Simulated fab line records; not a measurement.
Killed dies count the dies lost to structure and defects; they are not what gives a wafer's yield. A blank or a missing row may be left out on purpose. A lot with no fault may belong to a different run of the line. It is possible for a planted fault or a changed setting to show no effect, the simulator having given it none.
Matching of chambers    flow n5-finfet    N5_BEOL_M14_STRIP_37 on rie-diel-06 has 4 sister chambers
The step strips in O2. 18 wafers are shown with their chamber, then 9 later ones without.

== EACH WAFER AND ITS CHAMBER ==
wafer   chamber  showerhead-plenum-p-Torr (Torr)  drypump-motor-current-A (A)  throttle-valve-pct (%)
L074.1  1        2.20                             5.9                          16.53
L074.3  0        2.12                             5.3                          16.57
L074.5  2        2.15                             5.4                          16.58
L077.2  3        2.21                             4.9                          16.82
L077.3  2        2.15                             5.3                          16.59
L077.4  1        2.20                             5.9                          16.51
L075.1  2        2.15                             5.4                          16.59
L075.4  0        2.12                             5.3                          16.57
L075.6  0        2.12                             5.3                          16.59
L081.1  2        2.15                             5.4                          16.64
L081.4  0        2.12                             5.3                          16.59
L081.6  2        2.15                             5.4                          16.61
L083.1  2        2.15                             5.3                          16.63
L083.2  1        2.20                             5.9                          16.57
L083.3  0        2.12                             5.3                          16.61
L084.3  3        2.21                             5.0                          16.90
L084.4  2        2.15                             5.4                          16.65
L084.6  1        2.19                             5.9                          16.55

SIGNATURES (averages over the wafers above)
reading                   chamber 0  chamber 1  chamber 2  chamber 3  scatter within a chamber
showerhead-plenum-p-Torr  2.1200     2.1975     2.1500     2.2100     0.00231
drypump-motor-current-A   5.300      5.900      5.371      4.950      0.0371
throttle-valve-pct        16.5860    16.5400    16.6129    16.8600    0.0279
Rule: for each reading, subtract the chamber's mean from the wafer's reading, divide by that reading's scatter and square the result; add these up over the readings and take the root, which gives the wafer's distance from the chamber. If the next closest chamber is less than 2 further off than the closest, the wafer can't be placed; otherwise it belongs to the closest. The scatter: the root of (the sum of the squares of (reading less its chamber's mean) over the shown wafers, divided by (wafers less chambers)).

== WAFERS WITH NO CHAMBER GIVEN ==
wafer   showerhead-plenum-p-Torr (Torr)  drypump-motor-current-A (A)  throttle-valve-pct (%)
L091.1  2.19                             5.9                          16.58
L091.4  2.11                             5.2                          16.63
L091.6  2.20                             4.9                          16.91
L093.1  2.11                             5.3                          16.64
L093.3  2.20                             5.0                          16.91
L093.5  2.14                             5.4                          16.64
L095.2  2.14                             5.4                          16.68
L095.4  2.18                             5.9                          16.62
L095.5  2.18                             5.9                          16.57

== WHICH CHAMBER EACH ONE RAN IN ==
wafer   from the rows above  in truth
L091.1  1                    1
L091.4  0                    0
L091.6  3                    3
L093.1  0                    0
L093.3  3                    3
L093.5  2                    2
L095.2  2                    2
L095.4  1                    1
L095.5  1                    1
Correct placement for 9 of the 9. Left unplaced by these rows: 0. Number placed wrongly: 0.
